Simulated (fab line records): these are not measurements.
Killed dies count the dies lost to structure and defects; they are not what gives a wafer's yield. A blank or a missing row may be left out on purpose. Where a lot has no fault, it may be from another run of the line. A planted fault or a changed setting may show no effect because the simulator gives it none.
Matching of chambers    flow n5-finfet    N5_BEOL_M5_ETCH_75 on rie-diel-01: 4 sister chambers
The step etches underlayer in N2/H2, target depth 6.5 nm, time 5.2 s. 16 wafers are shown with their chamber, then 8 later ones without.

== WAFERS WITH THEIR CHAMBER ==
wafer   chamber  showerhead-plenum-p-Torr (Torr)  drypump-motor-current-A (A)  throttle-valve-pct (%)
L079.3  2        2.50                             5.4                          18.37
L079.4  3        2.44                             5.7                          17.73
L079.5  0        2.56                             5.3                          17.70
L080.2  3        2.44                             5.6                          17.77
L080.5  2        2.50                             5.4                          18.37
L080.6  1        2.53                             5.5                          17.80
L081.2  1        2.53                             5.5                          17.83
L081.4  2        2.50                             5.4                          18.40
L081.5  0        2.56                             5.3                          17.69
L084.2  3        2.43                             5.7                          17.78
L084.4  0        2.55                             5.3                          17.71
L084.6  3        2.43                             5.6                          17.77
L089.2  0        2.55                             5.3                          17.72
L089.3  1        2.52                             5.5                          17.84
L089.5  1        2.52                             5.5                          17.86
L093.2  2        2.50                             5.4                          17.88

SIGNATURES (averages over the wafers above)
reading                   chamber 0  chamber 1  chamber 2  chamber 3  scatter within a chamber
showerhead-plenum-p-Torr  2.5550     2.5250     2.5000     2.4350     0.005
drypump-motor-current-A   5.300      5.500      5.400      5.650      0.0289
throttle-valve-pct        17.7050    17.8325    18.2550    17.7625    0.126
Rule: a wafer lies at a distance from a chamber equal to the root of the sum of squares, over the readings, of (its reading less the chamber's mean, divided by the reading's scatter). The wafer belongs to the nearest chamber; if the next one is less than 2 further off, it can't be placed. How the scatter is found: for the shown wafers, subtract from each reading the mean of its chamber, square and add these, divide the total by (wafers less chambers), then take the root.

== WAFERS WHOSE CHAMBER IS MISSING ==
wafer   showerhead-plenum-p-Torr (Torr)  drypump-motor-current-A (A)  throttle-valve-pct (%)
L093.3  2.43                             5.7                          17.79
L093.4  2.55                             5.3                          17.73
L097.2  2.50                             5.4                          17.90
L097.4  2.54                             5.3                          17.77
L097.5  2.52                             5.5                          17.88
L095.2  2.42                             5.6                          17.80
L095.3  2.54                             5.3                          17.75
L095.4  2.52                             5.6                          17.86

== CHAMBER TAKEN BY EACH ==
wafer   from the rows above  in truth
L093.3  3                    3
L093.4  0                    0
L097.2  2                    2
L097.4  0                    0
L097.5  1                    1
L095.2  3                    3
L095.3  0                    0
L095.4  1                    1
Placed correctly: 8 of 8. Number that these rows cannot place: 0. Number placed wrongly: 0.
